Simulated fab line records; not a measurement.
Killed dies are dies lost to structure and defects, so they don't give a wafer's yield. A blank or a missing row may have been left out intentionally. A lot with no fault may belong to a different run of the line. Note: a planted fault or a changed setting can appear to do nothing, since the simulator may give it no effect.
A lot that was struck, set against a sound lot | flow nand-harc | 15 steps out of a route of 1302
Sound: these wafers, L226.1, L226.5, L226.6. Struck: wafer L243.5 (left out: L243.1, L243.2 of the same lot, which were not struck); the cause appears at the end.
Order at every step that has rows: each side's tool, ch and its chambers, its first start. Under that, the readings that differ: sound wafers | struck wafers | difference of the means | sigmas: that difference in standard deviations of wafers without a fault.
alike: a reading whose means differ by less than 2 such deviations, as well as words and numbers matching on both sides. not compared: withheld readings; readings where some wafer has no value; bounds like >300 that might hide an equal value; numbers whose values overlap and for which the record gives no deviation.
The two part at a step that has a row with sigmas, a row that says differs or no value, or rows on one side only. Numbers that have no deviation but don't overlap get no sigmas and don't part them. A reading missing from all wafers of one side parts the sides only when that side holds two or more wafers.

first, 6 steps without rows for these wafers: NHARC_A_CONTACT_COAT_63 (resist thk 90 nm); NHARC_A_CONTACT_SOFTBAKE_64 (time 55 s); NHARC_A_CONTACT_EBR_65; NHARC_A_CONTACT_EXPOSE_66 (exposes mask A CC 2); NHARC_A_CONTACT_PEB_67 (peb time 65 s); NHARC_A_CONTACT_DEVELOP_68 (develop time 35 s).
NHARC_A_CONTACT_CD_MEAS_69 targets a cd of 300 nm.
  sound on cd-sem-03 ch 0, day 24 14:11; struck on cd-sem-01 ch 0, day 30 23:34
  alike: cd-nm
NHARC_A_CONTACT_OVL_MEAS_70:
  sound: overlay-01 at day 24 14:16; struck: overlay-02 at day 30 23:39
  alike: overlay-x-nm, overlay-y-nm
NHARC_A_CONTACT_INSPECT_71:
  sound: defect-inspect-01 at day 24 14:18; struck: defect-inspect-02 at day 30 23:41
  alike: raw-defect-count
NHARC_A_CONTACT_DESCUM_74: chemistry O2, time 3 s.
  sound on rie-diel-05 ch 0,1,3, day 24 14:23; struck on rie-diel-12 ch 2, day 30 23:44
  alike: drypump-motor-current-A, oes-product-au, rf-vpp-V, showerhead-plenum-p-Torr, throttle-valve-pct
  not compared: rf-hours-counter-h
NHARC_A_CONTACT_ETCH_75: etches the open film in CF4, target depth 39 nm, time 65 s.
  sound on rie-diel-05 ch 1,2, day 24 14:27; struck on rie-diel-12 ch 3, day 30 23:50
  reading                | sound                | struck | difference | sigmas
  throttle-valve-pct (%) | 13.286 13.288 13.286 | 13.266 | -0.021     | -2
  alike: drypump-motor-current-A, oes-product-au, rf-vpp-V, showerhead-plenum-p-Torr
  not compared: rf-hours-counter-h
NHARC_A_CONTACT_ETCH_76: etches the open film in N2/H2, target depth 260 nm, time 475.3 s.
  sound: rie-diel-05 ch 2,3; struck: rie-diel-12 ch 0
  alike: drypump-motor-current-A, n2-flow-sccm, oes-product-au, rf-vpp-V, showerhead-plenum-p-Torr, throttle-valve-pct
  not compared: rf-hours-counter-h
NHARC_A_CONTACT_ETCH_77: etches the open film in CF4/CHF3, target depth 108.9 nm, time 54.5 s.
  sound on rie-diel-05 ch 1,2,3, day 24 14:58; struck on rie-diel-12 ch 2, day 31 00:16
  reading               | sound             | struck | difference | sigmas
  oes-product-au (a.u.) | 0.907 0.934 0.912 | 0.821  | -0.097     | -4
  alike: drypump-motor-current-A, rf-vpp-V, showerhead-plenum-p-Torr, throttle-valve-pct
  not compared: rf-hours-counter-h
NHARC_A_CONTACT_ETCH_78: etches the open film in O2/COS, target depth 5300 nm, time 1378 s.
  sound: rie-diel-05 ch 0,1,2; struck: rie-diel-12 ch 2
  alike: drypump-motor-current-A, oes-product-au, rf-vpp-V, showerhead-plenum-p-Torr, throttle-valve-pct
  not compared: rf-hours-counter-h
-- break in the record here, with 3 days between the starts of the struck wafers on either side (left off in module A_CONTACT, picked up again in module END, where the first step shown is number 1302 on the route) --
NHARC_END_SORT_01:
  sound on prober-02 ch 0, day 27 00:52; struck on prober-01 ch 0, day 33 13:46
  reading         | sound    | struck | difference | sigmas
  killed-at-array | 35 39 30 | 549    | +514       | +30
  killed-at-other | 0 0 0    | 3      | +3         | +2
  killed-dies     | 40 51 34 | 561    | +519       | +31
  alike: killed-at-periphery, killed-open, killed-short

## WHERE THEY PART
Earliest at NHARC_A_CONTACT_ETCH_75; latest, in this record, at NHARC_END_SORT_01.

WHY: the cause the simulator had injected
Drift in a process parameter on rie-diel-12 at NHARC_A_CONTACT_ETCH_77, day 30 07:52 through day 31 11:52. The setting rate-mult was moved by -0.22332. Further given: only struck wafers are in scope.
